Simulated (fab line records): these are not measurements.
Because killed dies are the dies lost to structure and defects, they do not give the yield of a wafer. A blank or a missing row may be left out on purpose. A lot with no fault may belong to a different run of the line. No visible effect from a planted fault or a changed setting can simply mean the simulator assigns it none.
The tool behind it: which one?	flow n5Finfet	Sampling: 24 lots, 72 wafers, 3 of 1938 route steps

== WHAT EACH GAUGE READ, for each wafer ==
N5_BEOL_M4_OVL_MEAS_12.
lot	measured	on	M4_OVL (nm)
L074	day 7 11:40	overlay-02	0.6 0.2 -0.1
L075	day 7 21:14	overlay-01	0.7 0.2 0.5
L076	day 8 03:55	overlay-01	-0.7 0.4 -0.1
L078	day 8 04:01	overlay-01	0.5 0.0 -0.6
L077	day 8 06:44	overlay-01	-0.1 0.1 -0.9
L079	day 8 17:08	overlay-01	0.4 0.1 2.1
L080	day 9 02:51	overlay-01	-0.3 -0.2 -0.3
L081	day 9 10:51	overlay-01	0.6 0.1 0.2
L082	day 9 13:40	overlay-02	-0.5 -0.1 0.4
L083	day 9 15:46	overlay-02	0.3 -0.8 0.5
L084	day 10 05:00	overlay-01	-0.1 0.7 1.6
L086	day 10 06:20	overlay-01	-0.9 -1.2 -0.7
L085	day 10 08:29	overlay-01	0.1 -0.4 -0.4
L087	day 10 15:01	overlay-02	-0.3 -0.8 -0.3
L088	day 10 18:45	overlay-01	0.2 0.7 0.8
L089	day 11 23:19	overlay-01	-0.5 -1.7 -0.6
L090	day 11 23:22	overlay-02	-0.1 -1.5 -0.8
L092	day 12 02:20	overlay-02	0.5 0.0 0.0
L091	day 12 06:38	overlay-01	-0.6 -0.7 0.0
L093	day 12 13:32	overlay-02	-1.1 0.1 -0.4
L094	day 12 23:56	overlay-01	-0.5 0.0 -0.1
L097	day 13 04:02	overlay-02	0.2 0.7 0.6
L096	day 13 05:41	overlay-02	0.4 0.9 0.6
L095	day 13 06:16	overlay-02	-0.7 -1.3 -1.5

N5_BEOL_M4_OVL_MEAS_29.
lot	measured	on	V3_OVL (nm)
L074	day 7 12:40	overlay-02	-0.5 1.0 -0.6
L075	day 7 22:14	overlay-01	-1.0 -0.1 -0.1
L076	day 8 04:55	overlay-02	1.0 -0.3 0.0
L078	day 8 05:05	overlay-02	-0.5 -0.9 -0.7
L077	day 8 08:21	overlay-01	-0.6 -0.8 -0.3
L079	day 8 18:05	overlay-02	-1.1 -0.4 -0.7
L080	day 9 03:55	overlay-02	-0.7 0.4 -1.2
L081	day 9 12:16	overlay-01	0.3 -1.1 0.1
L082	day 9 14:50	overlay-01	-1.5 -0.1 -1.1
L083	day 9 16:38	overlay-02	0.0 -1.3 -0.1
L084	day 10 05:53	overlay-01	-0.6 -0.4 -0.5
L086	day 10 07:13	overlay-01	0.3 0.2 -1.2
L085	day 10 09:29	overlay-01	-0.7 -0.5 -0.2
L087	day 10 16:23	overlay-02	-0.1 0.0 0.2
L088	day 10 19:57	overlay-01	0.0 0.2 0.9
L089	day 12 00:11	overlay-02	0.0 0.3 0.5
L090	day 12 00:15	overlay-01	-0.2 0.4 0.6
L092	day 12 03:23	overlay-01	-1.4 -0.9 -1.3
L091	day 12 07:56	overlay-02	1.0 -0.2 0.4
L093	day 12 14:25	overlay-01	0.9 0.8 1.2
L094	day 13 00:56	overlay-01	-1.0 1.2 -0.2
L097	day 13 06:12	overlay-01	0.8 0.8 0.8
L096	day 13 07:03	overlay-02	-0.8 -0.4 -1.0
L095	day 13 07:14	overlay-01	0.4 -0.2 -0.3

== WHICH TOOL RAN EACH LOT (tool, then ch and the chambers of the sampled wafers, then the start) ==
lot	N5_BEOL_M3_ANNEAL_51
L074	rtpAnneal-01 ch 0, day 7 09:36
L075	rtpAnneal-01 ch 0, day 7 19:19
L076	rtpAnneal-01 ch 0, day 8 01:44
L078	rtpAnneal-02 ch 0, day 8 01:59
L077	rtpAnneal-01 ch 0, day 8 04:12
L079	rtpAnneal-02 ch 0, day 8 13:14
L080	rtpAnneal-02 ch 0, day 8 20:46
L081	rtpAnneal-01 ch 0, day 9 08:41
L082	rtpAnneal-01 ch 0, day 9 10:18
L083	rtpAnneal-02 ch 0, day 9 13:38
L084	rtpAnneal-01 ch 0, day 10 02:03
L086	rtpAnneal-01 ch 0, day 10 04:17
L085	rtpAnneal-01 ch 0, day 10 04:41
L087	rtpAnneal-02 ch 0, day 10 13:05
L088	rtpAnneal-01 ch 0, day 10 14:58
L089	rtpAnneal-01 ch 0, day 11 20:43
L090	rtpAnneal-01 ch 0, day 11 20:59
L092	rtpAnneal-02 ch 0, day 11 23:59
L091	rtpAnneal-02 ch 0, day 12 04:56
L093	rtpAnneal-01 ch 0, day 12 11:19
L094	rtpAnneal-01 ch 0, day 12 21:56
L097	rtpAnneal-01 ch 0, day 13 02:23
L096	rtpAnneal-02 ch 0, day 13 04:13
L095	rtpAnneal-02 ch 0, day 13 04:37
- N5_BEOL_M3_ANNEAL_51: time 90 s.

== WHAT THE TOOLS THEMSELVES READ (means of the sampled wafers that have a number; where no wafer has one, the mark that the record gives instead) ==
N5_BEOL_M3_ANNEAL_51.
lot	tool	wafer_temp_C_max
L074	rtpAnneal-01	226.04
L075	rtpAnneal-01	226.50
L076	rtpAnneal-01	225.84
L078	rtpAnneal-02	225.81
L077	rtpAnneal-01	226.01
L079	rtpAnneal-02	226.08
L080	rtpAnneal-02	225.53
L081	rtpAnneal-01	225.84
L082	rtpAnneal-01	226.12
L083	rtpAnneal-02	225.93
L084	rtpAnneal-01	225.96
L086	rtpAnneal-01	226.15
L085	rtpAnneal-01	226.21
L087	rtpAnneal-02	226.06
L088	rtpAnneal-01	226.05
L089	rtpAnneal-01	226.04
L090	rtpAnneal-01	226.00
L092	rtpAnneal-02	225.81
L091	rtpAnneal-02	225.72
L093	rtpAnneal-01	225.93
L094	rtpAnneal-01	226.29
L097	rtpAnneal-01	226.22
L096	rtpAnneal-02	226.03
L095	rtpAnneal-02	225.71

== THE ANSWER, worked out from the rows above alone ==
Rule: usual is defined by the lots themselves. Put in order of their means at a reading, lots are off if they are a third of the lots or fewer, leave a main group of 4 or more, and stand apart from it by a gap of 3 or more times the standard deviation of the main group's means; of several such gaps the widest counts. A main group whose means are all the same, to the digits that the tables above print for the reading, isn't used. Also off: a lot with no number at a reading for which 4 or more lots have one. All remaining lots with rows at the step are treated as sound. First the gauges in route order, then the tools' own readings, where a lot's mean is used as printed above. At the first step where some lot is off, the reading lying furthest off is the one used; lots without a number count as furthest.
No lot is off on any of the readings shown, so nothing can be concluded from this.

== WHAT THE SIMULATOR HAD INSERTED ==
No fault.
